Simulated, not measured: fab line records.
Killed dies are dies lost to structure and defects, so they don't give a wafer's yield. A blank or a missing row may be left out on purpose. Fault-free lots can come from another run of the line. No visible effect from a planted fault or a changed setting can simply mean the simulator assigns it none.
Problem report in the 8D (eight disciplines) form, filled by code | flow n5-finfet | the parts of the form that need people (team, actions taken, sign-off) are left out

== 1. THE PROBLEM ==
Mean of cd-nm at N5_BEOL_M5_CD_MEAS_11: 25.20 nm across 6 wafers in 2 lots; on wafers with no fault it is 28.04 nm (standard deviation 0.24). Relative to the usual mean, that is a shift of -12 standard deviations.
The step: target cd 27.74 nm.
First observed at day 13 15:28: wafer L429.1, on cd-sem-01. The record has a number at this step for 21 wafers belonging to 7 lots. Rule for "out" (also "out of limits"): further than 4 standard deviations from the usual mean. All remaining wafers that have a number are taken as sound.

== 2. WHAT IT IS, AND WHAT IT ISN'T ==
question                    | is                     | is not
which readings at this step | cd-nm                  | -
which lots                  | L429, L432             | L411, L413, L414, L421, L423
which wafers of those lots  | all that have a number | -
read on which gauges        | cd-sem-01, cd-sem-02   | -
when                        | from day 13 15:28      | up to then (15 sound wafers)

== 3. WHAT RULES OUT EACH SUSPECT ==
Counting: a tool at any process step up to the reading remains a suspect when it ran all the lots that are out and ran no sound lot after the first of those.
- the gauge at N5_BEOL_M5_CD_MEAS_11: ruled out. Those wafers that are out were read across 2 gauges (cd-sem-01, cd-sem-02).
- euv-scanner-01 at N5_BEOL_M5_EXPOSE_08 (exposes mask M5, target cd 28 nm): kept. It ran every lot that is out, first L429 (day 13 15:20), and no sound lot after that; its last sound lot up to then is L421 (day 11 13:35). Its own readings are out on those wafers: exposure-dose-mJ-cm2.
After counting, what remains is euv-scanner-01 at N5_BEOL_M5_EXPOSE_08.

== 4. THE CAUSE (what the simulator had put in) ==
Process parameters drifting: euv-scanner-01 at N5_BEOL_M5_EXPOSE_08, beginning at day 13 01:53. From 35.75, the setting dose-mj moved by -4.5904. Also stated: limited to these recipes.
Counting left only this tool.

== 5. THE CHAIN OF EFFECTS, in route order ==
One row per reading whose mean, taken over the struck wafers that have a number, lies over 3 standard deviations from the usual. Scope: only readings with a usual standard deviation given in the record; hours: median across lots of the time from each lot's start at the first step in this table that gives one to its start at this step; sigmas: change in usual standard deviations.
hours | step                    | reading              | usual       | on struck wafers | change | sigmas
0     | N5_BEOL_M5_EXPOSE_08    | exposure-dose-mJ-cm2 | 35.69       | 31.63            | -4.06  | -46
0     | N5_BEOL_M5_CD_MEAS_11   | cd-nm                | 28.04 nm    | 25.20            | -2.84  | -12
82    | N5_BEOL_M15_RC_MEAS_101 | SERP_M5              | 38.8 ohm/um | 48.4             | +9.6   | +6.4
82    | N5_BEOL_M15_RC_MEAS_101 | SERP_M5_max_site     | 40.5 ohm/um | 50.9             | +10.4  | +5.8
Here are the process steps it includes:
- N5_BEOL_M5_EXPOSE_08: exposes mask M5, target cd 28 nm.

== 6. HOW IT WOULD HAVE BEEN CAUGHT EARLIER ==
In this record the first reading out of limits at a measuring or inspecting step was taken at day 13 15:28, 14 hours after the fault began at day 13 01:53.
The tool's own readings at N5_BEOL_M5_EXPOSE_08 were out on every struck wafer that the step has a row for (exposure-dose-mJ-cm2): an alarm limit on them would have fired on the first of those.
Among the 2 lots that are out, L432 began N5_BEOL_M5_EXPOSE_08 on euv-scanner-01 after day 13 15:28. A tool hold placed at that time would have kept it from harm.
